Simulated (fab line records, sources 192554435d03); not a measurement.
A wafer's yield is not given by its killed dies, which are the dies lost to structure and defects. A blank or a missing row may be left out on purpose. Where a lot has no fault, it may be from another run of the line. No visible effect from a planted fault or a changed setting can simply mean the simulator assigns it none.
A struck lot beside a sound one :: flow n5 finfet :: 16 steps out of a route of 1938
Sound: these wafers, L694.2, L694.5, L694.6. Wafers L698.2, L698.3, L698.5 were the ones struck. The cause is named last.
Order at every step that has rows: each side's tool, ch and its chambers, its first start. Under that, the readings that differ: sound wafers :: struck wafers :: difference of the means :: sigmas: that difference in standard deviations of wafers without a fault.
alike: same words and numbers on both sides, and readings whose means sit less than 2 such deviations apart. not compared: any withheld reading, any reading some wafer has no value for, any bound like >300 that may hide the same value, and any number with overlapping values for which the record gives no deviation.
Wherever a step has rows on one side only, a row that says differs or no value, or a row with sigmas, the two part there. Numbers that don't overlap but have no deviation are shown without sigmas and don't part them. Lack of a reading on every wafer of one side parts them only where that side has two or more wafers.

first, 3 steps without rows for these wafers: N5_DUMMY_GATE_STRIP_38 (strips in N2/H2); N5_DUMMY_GATE_STRIP_39 (strips in N2/H2); N5_DUMMY_GATE_TRIM_49 (chemistry O2, time 29 s, target cd 14 nm).
N5_DUMMY_GATE_STRIP_40: strips in CF4.
  sound on rie diel-05 ch 0,1, day 4 05:49; struck on rie diel-06 ch 1,2,3, day 5 12:40
  alike: drypump motor current A, oes product au, power w, rf vpp V, showerhead plenum p Torr, throttle valve pct
  not compared: rf hours counter h
N5_DUMMY_GATE_CD_MEAS_50: the cd target is 14 nm.
  struck on cd sem-03, day 5 12:43; sound on cd sem-02, day 4 05:52
  alike: cd nm
then, 3 steps without rows for these wafers: N5_DUMMY_GATE_ETCH_31 (etches SiO2 in C4F6/O2, target depth 82.5 nm, time 27.5 s); N5_DUMMY_GATE_STRIP_41 (strips in O2); N5_DUMMY_GATE_HM_OPEN_21 (chemistry CH3F/O2, target SiNx, target depth 120 nm, time 171.4 s).
N5_DUMMY_GATE_ETCH_32: etches SiO2 in CF4, target depth 3.5 nm, time 3.9 s.
  sound on rie si-01 ch 0,2,3, day 4 06:10; struck on rie si-05 ch 1,2,3, day 5 13:01
  alike: bias w, cf4 flow sccm, drypump motor current A, oes product au, throttle valve pct
  not compared: rf hours counter h
N5_DUMMY_GATE_ETCH_23: etches poly-Si in HBr/Cl2/O2, target depth 41 nm, time 22.3 s.
  sound on rie si-01 ch 0,2,3, day 4 06:12; struck on rie si-05 ch 1,2,3, day 5 13:02
  alike: HBr_flow_sccm, O2_flow_sccm, drypump motor current A, mfc cl2 sccm, oes product au, throttle valve pct
  not compared: rf hours counter h
N5_DUMMY_GATE_ETCH_44: etches poly-Si in HBr/O2, stops on SiO2, target depth 127.5 nm.
  sound on rie si-01 ch 0,2,3, day 4 06:16; struck on rie si-05 ch 1,2,3, day 5 13:06
  alike: HBr_flow_sccm, O2_flow_sccm, drypump motor current A, oes product au, throttle valve pct
  not compared: rf hours counter h
N5_DUMMY_GATE_CD_MEAS_24: the cd target is 15 nm.
  struck on cd sem-01, day 5 13:13; sound on cd sem-01, day 4 06:22
  alike: cd nm
N5_DUMMY_GATE_ETCH_42: etches SiO2 in CHF3/O2, target depth 3.5 nm, time 31 s.
  sound on rie diel-05 ch 0,1,3, day 4 06:25; struck on rie diel-01 ch 1,3, day 5 13:16
  no value came back on the struck wafers for any of 9 readings (CHF3_flow_sccm (sccm), O2_flow_sccm (sccm) and others); on the sound wafers CHF3_flow_sccm (sccm) reads 50.17 50.13 50.03
  not compared: rf hours counter h
N5_DUMMY_GATE_STRIP_48: strips in N2/H2, time 20 s.
  sound on rie diel-05 ch 0,1,3, day 4 06:28; struck on rie diel-01 ch 1,3, day 5 13:18
  alike: drypump motor current A, oes product au, rf vpp V, showerhead plenum p Torr, throttle valve pct
  not compared: rf hours counter h
-- record jumps: 5 days separate the struck wafers' starts on either side; left off in module DUMMY_GATE, taken up again in module BEOL_M4, whose first shown step is the route's number 1111 --
N5_BEOL_M4_RC_MEAS_101:
  sound on prober-02 ch 0, day 9 08:59; struck on prober-02 ch 0, day 10 15:18
reading: IOFF_N (nA/um)
sound: 0.13 0.14 0.12
struck: 0.16 0.19 0.23
difference: +0.06
sigmas: +2

reading: VT_P (mV)
sound: -256 -254 -255
struck: -247 -247 -245
difference: +9
sigmas: +3
  alike: DIBL_N, DIBL_P, IOFF_P, ION_N, ION_P, SS_N, SS_P, VT_N
-- record jumps: 4 days separate the struck wafers' starts on either side; left off in module BEOL_M4, taken up again in module PASSIVATION, whose first shown step is the route's number 1936 --
N5_PASSIVATION_PROBE_49:
  the record has rows for the struck wafers here (prober-01, day 14 19:51) and none for the sound ones

WHERE THEY PART
Earliest at N5_DUMMY_GATE_ETCH_42; latest, in this record, at N5_PASSIVATION_PROBE_49.

WHY: what had been put in by the simulator
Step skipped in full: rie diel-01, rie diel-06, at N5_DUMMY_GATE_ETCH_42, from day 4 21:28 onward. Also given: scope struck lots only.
